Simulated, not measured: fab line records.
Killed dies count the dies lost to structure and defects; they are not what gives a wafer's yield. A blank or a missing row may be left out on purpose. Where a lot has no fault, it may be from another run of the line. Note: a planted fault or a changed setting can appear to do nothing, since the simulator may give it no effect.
Chamber matching    flow nand harc    NHARC_A_CHANNEL_FILL_D1_ALD_14 on ald hk-02: 4 sister chambers
The step deposits SiO2, target thk 2.5 nm, pulse time 10 s, ald cycles 25. 14 wafers are shown with their chamber, then 7 later ones without.

## EACH WAFER AND ITS CHAMBER
wafer   chamber  heater power w (W)  precursor pulse height rel
L076.1  1        409                 1.022
L076.3  3        565                 0.992
L076.6  1        410                 1.042
L080.2  3        557                 1.017
L080.3  1        425                 0.998
L080.5  2        474                 0.980
L088.3  0        536                 0.967
L088.4  1        413                 0.955
L088.6  2        468                 0.988
L089.1  3        572                 1.006
L089.2  2        474                 1.007
L089.3  1        414                 1.015
L093.1  1        409                 1.013
L093.3  3        538                 0.997

SIGNATURES (means of the wafers above)
reading                     chamber 0  chamber 1  chamber 2  chamber 3  scatter within a chamber
heater power w              536.00     413.33     472.00     558.00     9.25
precursor pulse height rel  0.96700    1.00750    0.99167    1.00300    0.0225
Rule: for a wafer and a chamber, the distance is found by dividing, reading by reading, the gap between the wafer's reading and the chamber's mean by the reading's scatter, squaring, summing and taking the root. If the next closest chamber is less than 2 further off than the closest, the wafer can't be placed; otherwise it belongs to the closest. The scatter is the square root of a quotient: the sum, over the shown wafers, of each reading's squared deviation from its chamber's mean, divided by wafers minus chambers.

## WAFERS WITH NO CHAMBER GIVEN
wafer   heater power w (W)  precursor pulse height rel
L093.5  534                 0.983
L097.1  466                 1.037
L097.2  417                 0.978
L097.3  554                 0.981
L097.4  541                 1.001
L097.5  543                 1.045
L097.6  553                 0.988

## CHAMBER TAKEN BY EACH
wafer    from the rows above       in truth
L093.5   0                         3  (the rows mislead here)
L097.1   2                         2
L097.2   1                         1
L097.3   can't be placed: 3 or 0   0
L097.4   can't be placed: 0 or 3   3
L097.5   can't be placed: 3 or 0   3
L097.6   can't be placed: 3 or 0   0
Correctly placed: 2 of 7. Not placeable from these rows: 4 (in 4, the candidates include the true chamber). Placed wrongly: 1.
